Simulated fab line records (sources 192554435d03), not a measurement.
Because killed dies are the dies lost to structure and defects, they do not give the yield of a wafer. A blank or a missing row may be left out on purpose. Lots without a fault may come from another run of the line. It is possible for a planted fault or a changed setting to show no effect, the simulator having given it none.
Chamber matching	flow n5 finfet	N5_SDB_HM_OPEN_20 on rie diel-06 has 4 sister chambers
The step chemistry CH3F/O2, target SiNx, stops on poly-Si, target depth 24 nm. 14 wafers are shown with their chamber, then 7 later ones without.

EACH WAFER AND ITS CHAMBER
wafer	chamber	drypump motor current A (A)	showerhead plenum p Torr (Torr)	rf vpp V (V)
L077.1	1	6.5	2.05	302
L077.2	0	6.2	1.97	303
L077.3	2	5.7	1.97	301
L078.1	2	5.7	1.97	300
L078.2	1	6.5	2.05	304
L078.5	3	5.4	1.99	304
L085.3	0	6.2	1.96	303
L085.5	0	6.2	1.96	303
L085.6	3	5.4	1.98	303
L086.2	2	5.7	1.96	301
L086.3	0	6.1	1.96	303
L086.6	1	6.5	2.04	304
L089.1	0	6.2	1.96	303
L089.2	2	5.7	1.96	301

SIGNATURES (averages over the wafers above)
reading	chamber 0	chamber 1	chamber 2	chamber 3	scatter within a chamber
drypump motor current A	6.180	6.500	5.700	5.400	0.0283
showerhead plenum p Torr	1.9620	2.0467	1.9650	1.9850	0.00545
rf vpp V	303.00	303.33	300.75	303.50	0.626
Rule: for a wafer and a chamber, the distance is found by dividing, reading by reading, the gap between the wafer's reading and the chamber's mean by the reading's scatter, squaring, summing and taking the root. If the next closest chamber is less than 2 further off than the closest, the wafer can't be placed; otherwise it belongs to the closest. The scatter is the square root of a quotient: the sum, over the shown wafers, of each reading's squared deviation from its chamber's mean, divided by wafers minus chambers.

WAFERS WHOSE CHAMBER IS MISSING
wafer	drypump motor current A (A)	showerhead plenum p Torr (Torr)	rf vpp V (V)
L089.6	5.7	1.96	300
L096.3	5.4	1.98	304
L096.4	5.7	1.95	300
L096.5	5.7	1.95	300
L097.2	6.5	2.04	302
L097.4	6.2	1.95	302
L097.5	6.5	2.04	303

CHAMBER TAKEN BY EACH
wafer	from the rows above	in truth
L089.6	2	2
L096.3	3	3
L096.4	2	2
L096.5	2	2
L097.2	1	1
L097.4	0	0
L097.5	1	1
Correct placement for 7 of the 7. Not placeable from these rows: 0. Number placed wrongly: 0.
